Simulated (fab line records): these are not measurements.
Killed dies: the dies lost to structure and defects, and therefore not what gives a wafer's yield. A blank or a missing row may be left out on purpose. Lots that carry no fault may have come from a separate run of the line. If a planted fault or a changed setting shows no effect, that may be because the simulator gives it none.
Which tool did it? + flow n5-finfet + Sampling: 24 lots, 72 wafers, 3 of 1938 route steps

## WHAT THE GAUGES SHOWED, per wafer
N5_FIN_SAQP_THK_MEAS_05.
| lot  | measured    | on            | thk-nm (nm)    |
|------|-------------|---------------|----------------|
| L074 | day 1 23:54 | film-metro-02 | 38.1 39.0 38.6 |
| L075 | day 2 03:40 | film-metro-02 | 37.3 37.9 38.3 |
| L076 | day 2 09:37 | film-metro-01 | 37.4 37.8 38.0 |
| L077 | day 2 15:37 | film-metro-01 | 38.1 38.0 38.4 |
| L078 | day 2 22:58 | film-metro-01 | 37.3 37.7 38.2 |
| L079 | day 3 03:52 | film-metro-02 | 38.0 38.5 38.4 |
| L080 | day 3 08:55 | film-metro-02 | 38.3 38.6 38.8 |
| L081 | day 3 15:01 | film-metro-01 | 38.0 38.3 38.2 |
| L082 | day 3 21:07 | film-metro-02 | 37.8 38.3 38.1 |
| L083 | day 4 02:45 | film-metro-02 | 37.8 38.5 37.8 |
| L084 | day 4 09:48 | film-metro-02 | 37.4 37.1 37.8 |
| L085 | day 4 16:09 | film-metro-01 | 36.8 36.3 37.5 |
| L086 | day 5 01:56 | film-metro-02 | 37.6 37.5 38.8 |
| L087 | day 5 05:43 | film-metro-02 | 38.0 37.7 37.8 |
| L088 | day 5 11:31 | film-metro-02 | 37.6 38.2 38.1 |
| L089 | day 5 16:32 | film-metro-01 | 37.8 37.8 38.2 |
| L090 | day 5 20:53 | film-metro-01 | 37.9 38.1 38.0 |
| L091 | day 6 02:38 | film-metro-01 | 37.6 37.8 38.1 |
| L092 | day 6 09:06 | film-metro-01 | 38.0 37.7 38.1 |
| L093 | day 6 15:01 | film-metro-02 | 38.1 38.0 38.5 |
| L094 | day 6 21:58 | film-metro-02 | 37.2 37.8 38.0 |
| L095 | day 7 03:14 | film-metro-01 | 37.4 37.7 38.3 |
| L096 | day 7 08:43 | film-metro-01 | 37.8 38.1 37.7 |
| L097 | day 7 14:48 | film-metro-02 | 38.6 38.6 38.8 |

## WHICH TOOL RAN EACH LOT (tool, then ch and the chambers of the sampled wafers, then the start)
| lot  | N5_PMOS_HMC_CHANNEL_EPI_CMP_21 | N5_PMOS_HMC_CHANNEL_EPI_EPI_26 |
|------|--------------------------------|--------------------------------|
| L074 | cmp-01 ch 0,1,3, day 1 20:50   | epi-rpcvd-03 ch 0, day 1 21:13 |
| L075 | cmp-01 ch 0,3, day 2 02:04     | epi-rpcvd-03 ch 0, day 2 02:29 |
| L076 | cmp-01 ch 0,3, day 2 07:13     | epi-rpcvd-02 ch 0, day 2 07:35 |
| L077 | cmp-01 ch 0,2, day 2 13:25     | epi-rpcvd-02 ch 0, day 2 13:49 |
| L078 | cmp-04 ch 1,2,3, day 2 19:56   | epi-rpcvd-02 ch 0, day 2 20:18 |
| L079 | cmp-01 ch 2,3, day 3 01:16     | epi-rpcvd-03 ch 0, day 3 01:44 |
| L080 | cmp-01 ch 0,1,2, day 3 07:37   | epi-rpcvd-03 ch 0, day 3 08:04 |
| L081 | cmp-01 ch 0,1, day 3 13:32     | epi-rpcvd-02 ch 0, day 3 13:59 |
| L082 | cmp-03 ch 0,3, day 3 19:19     | epi-rpcvd-02 ch 0, day 3 19:43 |
| L083 | cmp-04 ch 0,1,3, day 4 01:25   | epi-rpcvd-02 ch 0, day 4 01:48 |
| L084 | cmp-04 ch 0,2,3, day 4 07:49   | epi-rpcvd-03 ch 0, day 4 08:16 |
| L085 | cmp-04 ch 0,2,3, day 4 14:37   | epi-rpcvd-02 ch 0, day 4 15:02 |
| L086 | cmp-01 ch 0,2, day 5 00:16     | epi-rpcvd-03 ch 0, day 5 00:42 |
| L087 | cmp-03 ch 0,2,3, day 5 03:25   | epi-rpcvd-01 ch 0, day 5 03:49 |
| L088 | cmp-01 ch 0,3, day 5 09:26     | epi-rpcvd-03 ch 0, day 5 09:58 |
| L089 | cmp-04 ch 0,1,2, day 5 15:10   | epi-rpcvd-02 ch 0, day 5 15:32 |
| L090 | cmp-04 ch 1,3, day 5 19:29     | epi-rpcvd-02 ch 0, day 5 19:53 |
| L091 | cmp-01 ch 0,2, day 6 01:08     | epi-rpcvd-01 ch 0, day 6 01:35 |
| L092 | cmp-04 ch 0,2, day 6 07:22     | epi-rpcvd-01 ch 0, day 6 07:49 |
| L093 | cmp-01 ch 0,1,3, day 6 13:35   | epi-rpcvd-03 ch 0, day 6 13:55 |
| L094 | cmp-03 ch 0,1, day 6 20:34     | epi-rpcvd-01 ch 0, day 6 20:56 |
| L095 | cmp-04 ch 0,1, day 7 01:42     | epi-rpcvd-03 ch 0, day 7 02:07 |
| L096 | cmp-01 ch 1,2, day 7 07:19     | epi-rpcvd-01 ch 0, day 7 07:43 |
| L097 | cmp-01 ch 1,3, day 7 13:16     | epi-rpcvd-03 ch 0, day 7 13:49 |
- N5_PMOS_HMC_CHANNEL_EPI_CMP_21: polishes SiGe30, target thk 54 nm.
- N5_PMOS_HMC_CHANNEL_EPI_EPI_26: deposits Si from SiH4/H2, target thk 3.8 nm, time 22.7 s.

## AS READ BY THE TOOLS THEMSELVES (means over the sampled wafers that have a number; for cases with no such wafer, the mark the record gives instead)
N5_PMOS_HMC_CHANNEL_EPI_CMP_21.
| lot  | tool   | motor-current-A (A) |
|------|--------|---------------------|
| L074 | cmp-01 | 12.1                |
| L075 | cmp-01 | 11.6                |
| L076 | cmp-01 | 11.3                |
| L077 | cmp-01 | 12.2                |
| L078 | cmp-04 | 11.7                |
| L079 | cmp-01 | 11.2                |
| L080 | cmp-01 | 12.7                |
| L081 | cmp-01 | 12.7                |
| L082 | cmp-03 | 11.0                |
| L083 | cmp-04 | 12.4                |
| L084 | cmp-04 | 12.7                |
| L085 | cmp-04 | 12.5                |
| L086 | cmp-01 | 12.1                |
| L087 | cmp-03 | 12.3                |
| L088 | cmp-01 | 11.8                |
| L089 | cmp-04 | 11.6                |
| L090 | cmp-04 | 11.6                |
| L091 | cmp-01 | 12.2                |
| L092 | cmp-04 | 12.3                |
| L093 | cmp-01 | 12.3                |
| L094 | cmp-03 | 11.0                |
| L095 | cmp-04 | 12.2                |
| L096 | cmp-01 | 12.9                |
| L097 | cmp-01 | 11.7                |

N5_PMOS_HMC_CHANNEL_EPI_EPI_26.
| lot  | tool         | throttle-valve-pct (%) |
|------|--------------|------------------------|
| L074 | epi-rpcvd-03 | 11.3                   |
| L075 | epi-rpcvd-03 | 11.2                   |
| L076 | epi-rpcvd-02 | 10.0                   |
| L077 | epi-rpcvd-02 | 10.2                   |
| L078 | epi-rpcvd-02 | 10.1                   |
| L079 | epi-rpcvd-03 | 11.2                   |
| L080 | epi-rpcvd-03 | 11.1                   |
| L081 | epi-rpcvd-02 | 10.2                   |
| L082 | epi-rpcvd-02 | 10.1                   |
| L083 | epi-rpcvd-02 | 10.2                   |
| L084 | epi-rpcvd-03 | 11.2                   |
| L085 | epi-rpcvd-02 | 10.3                   |
| L086 | epi-rpcvd-03 | 11.3                   |
| L087 | epi-rpcvd-01 | 10.7                   |
| L088 | epi-rpcvd-03 | 11.3                   |
| L089 | epi-rpcvd-02 | 10.1                   |
| L090 | epi-rpcvd-02 | 10.2                   |
| L091 | epi-rpcvd-01 | 10.7                   |
| L092 | epi-rpcvd-01 | 10.7                   |
| L093 | epi-rpcvd-03 | 11.3                   |
| L094 | epi-rpcvd-01 | 10.9                   |
| L095 | epi-rpcvd-03 | 11.2                   |
| L096 | epi-rpcvd-01 | 10.7                   |
| L097 | epi-rpcvd-03 | 11.2                   |

## THE ANSWER, worked out from the rows above alone
Rule: the lots themselves supply what counts as usual. The widest of any qualifying gaps counts: lots, ordered by their means at a reading, are off when they make up no more than a third of the lots, leave a main group of 4 or more, and stand apart from it by 3 or more times the standard deviation of that group's means. Not used: any main group whose means are identical at the precision the tables above print for the reading. Also off: a lot with no number at a reading for which 4 or more lots have one. The other lots that the step has rows for count as sound. After the gauges, taken in route order, come the tools' own readings; for these a lot's mean is taken, as printed above. The first step at which some lot is off is used, and at that step the reading that is off furthest; a lot without a number counts as furthest.
Across all readings shown, no lot is off: no conclusion can be drawn from this.

## WHAT WAS PUT IN BY THE SIMULATOR
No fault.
